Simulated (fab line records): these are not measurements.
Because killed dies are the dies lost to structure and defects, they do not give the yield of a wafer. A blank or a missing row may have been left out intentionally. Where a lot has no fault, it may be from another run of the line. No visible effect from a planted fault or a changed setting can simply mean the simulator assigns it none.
fab line records ; flow nand_harc
record: lots: 6; wafers: 18; last_day: 33
route steps=1302 shown A_CONTACT@1016 END@1302
lots that met no fault: taken from a fault-free run of the same line
start_h: the number of hours between the record's first day and the start of the first shown wafer of the lot ; wait_h: hours elapsed since this lot's preceding step ; " the same as in the row above ; L1.1+2: several wafers, shown together as one row ; - no value present, or no start provided ; * or withheld: withheld ; < > ~ a bound
route shown NAME@n: a module of which the file shows steps, and the number in the route of the first ; usual: mean/standard deviation of fault-free wafers ; same: alike in all rows ; chamber/n: place in a boat ; sites: each site's reading ; _std_site: standard deviation across them ; _edge_site: the outer-site mean with the inner-site mean subtracted ; radius_mm: how far each site lies from the wafer's centre ; mask NAME#n: copy n ; behind: the tool/chamber that last shaped the wafer ; hold: the reason the lot was held/the length of the hold in hours/how it ended ; device: the n, p or np transistor that did not switch ; end of line: at the end of the route, the tests of the same wafers ; step lacking rows: just its recipe ; killed: the dies lost at the first sort to structure and to defects; this is not the yield of the wafer ; map: a wafer's dies, marking killed ones x, the rest . and places with no die _
set.NAME: the run value of the setting; set.NAME@STEP: its run value at that earlier step ; model.NAME: the simulator's own value behind a step, which no gauge read
lots seen at some steps along the route; tables by step, rows by wafer
services: a tool's chamber out of use, with start hour (start_h, from the record's first day; less than 0 if before it), hours out, and reason
== steps ==
step: NHARC_A_CONTACT_ETCH_122
recipe: source_w: withheld; pressure_mtorr: 20; bias_v: 3000; time_s: 190; target_depth_a: 18500; ar_flow_sccm: withheld; c4f8_flow_sccm: withheld; o2_flow_sccm: withheld; chemistry: C4F8/O2/Ar
usual: chamber_pressure_mTorr: 20.002/0.019
lot.wafer;tool;chamber;start_h;wait_h;chamber_pressure_mTorr;rf_hours_counter_h
L829.2;har_cap_etch-02;1;508.66;0.1;20.020;89
L829.1;har_cap_etch-02;0;508.66;0.1;20.036;89
L829.6;har_cap_etch-02;0;508.66;0.1;19.957;-
L828.2;har_cap_etch-03;1;510.29;0.2;19.996;47
L828.3;har_cap_etch-03;0;510.29;0.2;20.002;-
L828.5;har_cap_etch-03;1;510.29;0.2;19.995;-
L839.2;har_cap_etch-03;0;597.57;0.1;20.002;63
L839.5;har_cap_etch-03;1;597.57;0.1;19.988;-
L839.6;har_cap_etch-03;0;597.57;0.1;19.990;-
L838.1;har_cap_etch-03;0;601.73;0.1;20.048;66
L838.4;har_cap_etch-03;0;601.73;0.1;20.017;-
L838.6;har_cap_etch-03;0;601.73;0.1;20.024;-
L848.2;har_cap_etch-02;1;705.50;0.1;20.007;127
L848.3;har_cap_etch-02;1;705.50;0.1;20.028;-
L848.5;har_cap_etch-02;1;705.50;0.1;19.988;-
L851.2;har_cap_etch-02;0;727.99;0.1;20.013;132
L851.3;har_cap_etch-02;1;727.99;0.1;20.043;-
L851.6;har_cap_etch-02;1;727.99;0.1;20.021;-
step: NHARC_A_CONTACT_ETCH_123
recipe: source_w: withheld; pressure_mtorr: 20; bias_v: 400; time_s: 490; target_depth_a: 21100; ar_flow_sccm: withheld; c4f8_flow_sccm: 11.5; o2_flow_sccm: 7.2; chemistry: C4F8/O2/Ar
step: NHARC_A_CONTACT_ETCH_90
recipe: target_depth_a: 400; over_etch_frac: 0.5; time_s: 85.7; ion_energy_ev: 120; ch3f_flow_sccm: 50; o2_flow_sccm: 30; ar_flow_sccm: 200; rf_w: 500; bias_w: 100; chemistry: CH3F/O2
usual: chamber_pressure_mTorr: 24.999/0.029; drypump_motor_current_A: 5.7/0.33; o2_flow_sccm: 30.00/0.091; oes_product_au: 0.96/0.036; rf_vpp_V: 244.2/1.3; showerhead_plenum_p_Torr: 2.44/0.07; throttle_valve_pct: 20.663/0.009
lot.wafer;tool;chamber;start_h;wait_h;chamber_pressure_mTorr;drypump_motor_current_A;o2_flow_sccm;oes_product_au;rf_hours_counter_h;rf_vpp_V;showerhead_plenum_p_Torr;throttle_valve_pct
L829.2;rie_diel-05;1;509.81;0.9;25.020;5.3;30.00;0.99;28;244.6;2.53;20.676
L829.1;rie_diel-05;3;509.81;0.9;25.014;6.3;30.10;1.00;25;247.1;2.58;20.660
L829.6;rie_diel-05;2;509.81;0.9;24.975;4.7;29.95;0.99;-;245.2;2.43;20.658
L828.3;rie_diel-09;2;511.64;0.8;25.001;5.8;30.03;1.00;1;241.7;2.32;20.664
L828.2;rie_diel-09;0;511.64;0.8;24.995;6.1;29.96;0.98;1;245.2;2.48;20.672
L828.5;rie_diel-09;3;511.64;0.8;25.007;5.5;29.96;1.01;-;246.5;2.44;20.664
L839.2;rie_diel-13;1;598.73;0.8;24.991;5.4;30.08;0.93;15;243.0;2.39;20.674
L839.5;rie_diel-13;2;598.73;0.8;25.010;6.1;29.96;0.92;-;244.2;2.53;20.676
L839.6;rie_diel-13;3;598.73;0.8;24.981;5.4;29.97;0.93;-;244.6;2.46;20.672
L838.4;rie_diel-13;1;602.85;0.6;25.005;5.4;29.98;1.00;16;245.2;2.39;20.658
L838.1;rie_diel-13;2;602.85;0.6;24.983;6.0;30.01;1.00;13;245.2;2.53;20.658
L838.6;rie_diel-13;1;602.85;0.6;24.995;5.4;29.82;0.99;-;243.2;2.39;20.663
L848.3;rie_diel-05;3;706.65;0.7;24.953;6.4;30.02;0.92;33;245.5;2.55;20.661
L848.2;rie_diel-05;1;706.65;0.7;24.977;5.3;29.96;0.93;38;243.8;2.50;20.660
L848.5;rie_diel-05;1;706.65;0.7;25.036;5.3;29.96;0.92;-;246.1;2.51;20.671
L851.2;rie_diel-13;2;729.17;0.9;24.998;6.1;30.13;0.92;3;244.0;2.52;20.659
L851.3;rie_diel-13;3;729.17;0.9;24.968;5.4;30.01;0.93;4;244.5;2.45;20.665
L851.6;rie_diel-13;1;729.17;0.9;25.009;5.4;30.01;0.93;-;242.7;2.38;20.673
step: NHARC_A_CONTACT_ETCH_96
recipe: target_depth_a: 200; over_etch_frac: 0.5; time_s: 10; ion_energy_ev: 250; c4f6_flow_sccm: 25; o2_flow_sccm: 20; ar_flow_sccm: 500; rf_w: 600; bias_w: 500; chemistry: C4F6/O2
usual: chamber_pressure_mTorr: 29.997/0.027; drypump_motor_current_A: 5.7/0.33; o2_flow_sccm: 20.00/0.063; oes_product_au: 0.975/0.026; rf_vpp_V: 546.4/2.4; showerhead_plenum_p_Torr: 3.90/0.11; throttle_valve_pct: 26.903/0.0085
lot.wafer;tool;chamber;start_h;wait_h;chamber_pressure_mTorr;drypump_motor_current_A;o2_flow_sccm;oes_product_au;rf_hours_counter_h;rf_vpp_V;showerhead_plenum_p_Torr;throttle_valve_pct
L829.2;rie_diel-05;0;-;-;30.047;5.9;19.98;0.999;27;541.9;3.68;26.893
L829.1;rie_diel-05;1;-;-;30.017;5.3;20.04;0.989;28;548.3;4.03;26.881
L829.6;rie_diel-05;2;-;-;30.028;4.7;19.87;0.996;-;546.8;3.89;26.926
L828.2;rie_diel-09;3;511.81;0.1;29.959;5.5;19.85;1.014;1;547.5;3.90;26.899
L828.3;rie_diel-09;0;511.81;0.1;29.968;6.1;19.98;0.997;1;547.2;3.95;26.887
L828.5;rie_diel-09;0;511.81;0.1;30.018;6.1;20.01;0.988;-;548.2;3.95;26.906
L839.2;rie_diel-13;2;-;-;30.031;6.0;20.00;0.965;13;550.2;4.03;26.895
L839.6;rie_diel-13;2;-;-;29.989;6.0;20.07;0.964;-;549.1;4.03;26.908
L839.5;rie_diel-13;3;-;-;29.946;5.4;19.93;0.958;-;546.4;3.92;26.894
L838.1;rie_diel-13;0;-;-;29.986;5.7;19.89;1.009;14;544.6;3.86;26.900
L838.4;rie_diel-13;1;-;-;29.989;5.4;20.04;0.999;16;544.2;3.82;26.903
L838.6;rie_diel-13;3;-;-;30.003;5.4;20.04;1.000;-;547.4;3.92;26.895
L848.3;rie_diel-05;0;706.94;0.3;29.998;5.8;19.87;0.978;39;541.0;3.65;26.906
L848.2;rie_diel-05;3;706.94;0.3;30.011;6.3;20.00;0.978;33;549.1;4.06;26.897
L848.5;rie_diel-05;3;706.94;0.3;29.977;6.4;20.06;0.980;-;550.6;4.06;26.896
L851.3;rie_diel-13;1;-;-;30.051;5.4;20.05;0.955;3;544.1;3.80;26.903
L851.2;rie_diel-13;0;-;-;29.984;5.7;19.94;0.949;4;545.5;3.85;26.897
L851.6;rie_diel-13;1;-;-;29.961;5.4;20.03;0.954;-;544.6;3.80;26.901
step: NHARC_A_CONTACT_CD_MEAS_53
usual: cd_nm: 289.3/0.76
lot.wafer;tool;chamber;start_h;wait_h;cd_nm
L829.1;cd_sem-02;-;510.03;-;289.9
L829.2;cd_sem-02;-;510.03;-;290.0
L829.6;cd_sem-02;-;510.03;-;289.9
L828.2;cd_sem-02;-;511.89;-;290.9
L828.3;cd_sem-02;-;511.89;-;290.9
L828.5;cd_sem-02;-;511.89;-;291.2
L839.2;cd_sem-03;-;598.90;-;289.2
L839.5;cd_sem-03;-;598.90;-;289.6
L839.6;cd_sem-03;-;598.90;-;289.2
L838.1;cd_sem-03;-;603.07;-;288.5
L838.4;cd_sem-03;-;603.07;-;288.3
L838.6;cd_sem-03;-;603.07;-;288.2
L848.2;cd_sem-01;-;707.03;-;289.9
L848.3;cd_sem-01;-;707.03;-;290.5
L848.5;cd_sem-01;-;707.03;-;290.3
L851.2;cd_sem-03;-;729.36;-;288.8
L851.3;cd_sem-03;-;729.36;-;288.9
L851.6;cd_sem-03;-;729.36;-;289.0
step: NHARC_A_CONTACT_STRIP_99
recipe: n2_flow_sccm: 150; h2_flow_sccm: 150; ar_flow_sccm: 0; bias_w: 0; chemistry: N2/H2
step: NHARC_A_CONTACT_STRIP_100
recipe: cf4_flow_sccm: 100; chf3_flow_sccm: 30; ar_flow_sccm: 0; bias_w: 0; chemistry: CF4/CHF3
step: NHARC_A_CONTACT_STRIP_101
recipe: o2_flow_sccm: 400; cos_flow_sccm: 20; ar_flow_sccm: 0; bias_w: 0; chemistry: O2/COS
step: NHARC_A_CONTACT_ETCH_102
recipe: target_depth_a: 1000; overetch_a: 100; time_s: 55; ion_energy_ev: 100; cf4_flow_sccm: 80; o2_flow_sccm: 20; ar_flow_sccm: 0; rf_w: 300; bias_w: 100; chemistry: CF4/O2
usual: chamber_pressure_mTorr: 29.997/0.028; drypump_motor_current_A: 5.6/0.38; o2_flow_sccm: 20.00/0.061; oes_product_au: 0.998/0.007; rf_vpp_V: 197.7/1.1; showerhead_plenum_p_Torr: 1.32/0.041; throttle_valve_pct: 13.398/0.0092
lot.wafer;tool;chamber;start_h;wait_h;chamber_pressure_mTorr;drypump_motor_current_A;o2_flow_sccm;oes_product_au;rf_hours_counter_h;rf_vpp_V;showerhead_plenum_p_Torr;throttle_valve_pct
L829.1;rie_diel-13;0;510.32;0.0;30.021;5.7;19.99;0.994;26;197.8;1.32;13.395
L829.2;rie_diel-13;3;510.32;0.0;30.016;5.4;19.90;0.997;23;198.3;1.34;13.398
L829.6;rie_diel-13;0;510.32;0.0;29.991;5.7;20.06;0.988;-;197.2;1.32;13.394
L828.2;rie_diel-13;2;512.18;0.1;30.008;6.0;20.05;0.995;23;198.0;1.38;13.408
L828.3;rie_diel-13;3;512.18;0.1;30.001;5.4;19.97;0.986;23;197.8;1.34;13.403
L828.5;rie_diel-13;3;512.18;0.1;30.025;5.4;19.94;0.994;-;196.5;1.34;13.399
L839.2;rie_diel-13;1;599.45;0.1;30.006;5.4;20.10;0.997;15;198.0;1.30;13.413
L839.6;rie_diel-13;0;599.45;0.1;29.968;5.7;20.07;1.005;-;198.6;1.31;13.397
L839.5;rie_diel-13;1;599.45;0.1;30.004;5.4;20.12;1.007;-;196.1;1.30;13.403
L838.1;rie_diel-13;1;603.36;0.0;29.962;5.4;19.98;1.015;16;196.3;1.30;13.418
L838.4;rie_diel-13;3;603.36;0.0;30.018;5.4;20.07;0.998;13;198.4;1.33;13.383
L838.6;rie_diel-13;2;603.36;0.0;30.018;6.0;20.03;0.990;-;199.4;1.37;13.391
L848.2;rie_diel-09;3;711.34;0.3;29.989;5.5;20.03;0.991;7;197.1;1.31;13.397
L848.3;rie_diel-09;0;711.34;0.3;30.000;6.1;20.00;0.990;8;196.6;1.33;13.391
L848.5;rie_diel-09;2;711.34;0.3;29.984;5.8;19.97;1.001;-;197.0;1.24;13.384
L851.3;rie_diel-13;0;729.66;0.1;29.996;5.7;20.03;0.988;4;197.3;1.31;13.372
L851.2;rie_diel-13;1;729.66;0.1;29.956;5.4;19.90;0.994;3;197.6;1.29;13.393
L851.6;rie_diel-13;0;729.66;0.1;29.998;5.7;19.93;0.994;-;198.3;1.31;13.401
step: NHARC_A_CONTACT_STRIP_55
recipe: o2_flow_sccm: 500; ar_flow_sccm: 0; bias_w: 0; chemistry: O2
step: NHARC_A_CONTACT_STRIP_56
recipe: time_s: 600; temp_c: 30; chemistry: post_etch_residue_remover
step: NHARC_A_CONTACT_DEP_57
recipe: target_thk_a: 53000; temp_c: 400; material: aC
usual: throttle_valve_pct: 35.000/0.0083
lot.wafer;tool;chamber;start_h;wait_h;throttle_valve_pct
L829.1;acl_dep-03;0;514.32;-;35.020
L829.2;acl_dep-03;0;514.32;-;34.999
L829.6;acl_dep-03;0;517.05;-;34.995
L828.2;acl_dep-01;0;515.43;-;34.987
L828.3;acl_dep-01;0;515.43;-;34.991
L828.5;acl_dep-01;0;517.04;-;34.996
L839.2;acl_dep-02;0;600.63;-;35.005
L839.5;acl_dep-02;0;602.21;-;34.998
L839.6;acl_dep-02;0;602.21;-;34.985
L838.1;acl_dep-02;0;604.02;-;34.992
L838.4;acl_dep-02;0;605.63;-;35.002
L838.6;acl_dep-02;0;606.70;-;34.996
L848.2;acl_dep-03;0;712.58;-;34.994
L848.3;acl_dep-03;0;712.58;-;34.998
L848.5;acl_dep-03;0;714.18;-;34.998
L851.2;acl_dep-02;0;732.99;-;35.003
L851.3;acl_dep-02;0;732.99;-;34.995
L851.6;acl_dep-02;0;735.15;-;35.001
step: NHARC_A_CONTACT_DEP_58
recipe: target_thk_a: 900; target_thk_nm: 90; temp_c: 400; pressure_torr: 3.5; flow_sccm: 200; rf_w: 350; material: SiON
usual: heater_power_w: 714/82; rf_fwd_power_W: 348.0/1.1
lot.wafer;tool;chamber;start_h;wait_h;heater_power_w;rf_fwd_power_W;since_wet_clean_h
L829.1;pecvd-04;2;517.61;2.7;739;348.8;54
L829.2;pecvd-04;1;517.61;2.7;712;348.5;54
L829.6;pecvd-04;0;517.61;2.7;748;348.2;-
L828.3;pecvd-02;2;518.13;1.6;765;348.1;97
L828.2;pecvd-02;1;518.13;1.6;649;346.4;97
L828.5;pecvd-02;0;518.13;1.6;798;346.2;-
L839.2;pecvd-02;2;603.31;2.2;831;405.6;1
L839.5;pecvd-02;2;603.31;2.2;819;404.0;-
L839.6;pecvd-02;0;603.31;2.2;764;402.9;-
L838.1;pecvd-02;2;607.32;2.8;721;403.7;5
L838.4;pecvd-02;0;607.32;2.8;721;403.4;-
L838.6;pecvd-02;1;607.32;2.8;600;404.8;-
L848.2;pecvd-03;2;715.30;2.2;616;348.6;136
L848.3;pecvd-03;0;715.30;2.2;697;348.2;-
L848.5;pecvd-03;2;715.30;2.2;627;349.6;-
L851.2;pecvd-04;0;735.72;2.2;837;347.0;91
L851.3;pecvd-04;2;735.72;2.2;657;347.5;91
L851.6;pecvd-04;2;735.72;2.2;653;347.9;-
step: NHARC_A_CONTACT_DEHYDRATE_59
recipe: temp_c: 150; time_s: 120
step: NHARC_END_SORT_01
recipe: temp_c: 25
usual: killed_at_array: 54/20; killed_at_other: 0.9/1.1; killed_at_periphery: 3.8/2.4; killed_dies: 58/20; killed_open: 3.5/1.9; killed_short: 2.5/1.6
same: gross_dies: 677
lot.wafer;tool;chamber;start_h;wait_h;killed_at_array;killed_at_other;killed_at_periphery;killed_dies;killed_open;killed_short
L838.4;prober-01;0;672.60;3.4;58;0;3;61;3;0
killed by level:class
L838.4 A_SLIT:chamber_film_flake=34 A_CHANNEL_HOLE_D2:chamber_film_flake=8 A_CONTACT:chamber_film_flake=8 P_STI:chamber_film_flake=2 A_CHANNEL_HOLE_D1:chamber_film_flake=2 P_CONTACT:geometric_particle:open=1 A_CONTACT:geometric_particle:open=1 A_M1:geometric_particle:open=1
== services ==
tool;chamber;start_h;hours;kind
acl_dep-03;-;484.89;13.0;pm
rie_diel-09;-;497.19;9.0;pm
pecvd-02;1;514.53;3.2;repair
har_cap_etch-02;-;516.00;0.9;repair
acl_dep-01;-;548.71;13.0;pm
rie_diel-09;3;560.62;8.5;repair
rie_diel-13;3;562.61;3.0;repair
pecvd-02;-;564.00;3.3;repair
pecvd-03;-;565.96;13.0;pm
rie_diel-09;1;566.46;6.7;repair
rie_diel-13;2;569.99;3.3;repair
rie_diel-05;-;587.88;9.0;pm
pecvd-02;-;589.38;13.0;pm
acl_dep-02;-;610.68;13.0;pm
rie_diel-09;2;618.17;2.1;repair
pecvd-02;-;627.41;1.7;repair
rie_diel-09;2;631.50;4.8;repair
pecvd-04;-;631.51;13.0;pm
pecvd-02;-;645.17;0.7;repair
acl_dep-03;-;665.89;13.0;pm
rie_diel-09;-;674.19;9.0;pm
rie_diel-05;2;693.72;16.0;repair
rie_diel-13;-;703.35;9.0;pm
har_cap_etch-03;-;725.51;1.7;repair
== key ==
first_sign: step: NHARC_A_CONTACT_DEP_58; reading: rf_fwd_power_W; direction: up; sigmas: 51; usual: *; struck: *
effect none on later readings
met_at NHARC_A_CONTACT_DEP_58
struck_wafers L838.1,L838.4,L838.6,L839.2,L839.5,L839.6
tester_left_out L838,L839
onset_between 518.13 603.31
fault: kind: process_parameter_drift; tool: pecvd-02; chamber: -; onset_h: 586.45; steps: NHARC_A_CONTACT_DEP_58; channel: rf_w; offset: *; shape: step; end_h: 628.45; acts_in: *; stated: *
tester_left_out: of these lots the tester's yield and bins aren't shown, on N5 and GAA mostly nor the transistor test; their killed dies are dies lost to structure and defects alone, not to doping, threshold or leakage, so they don't give the yield
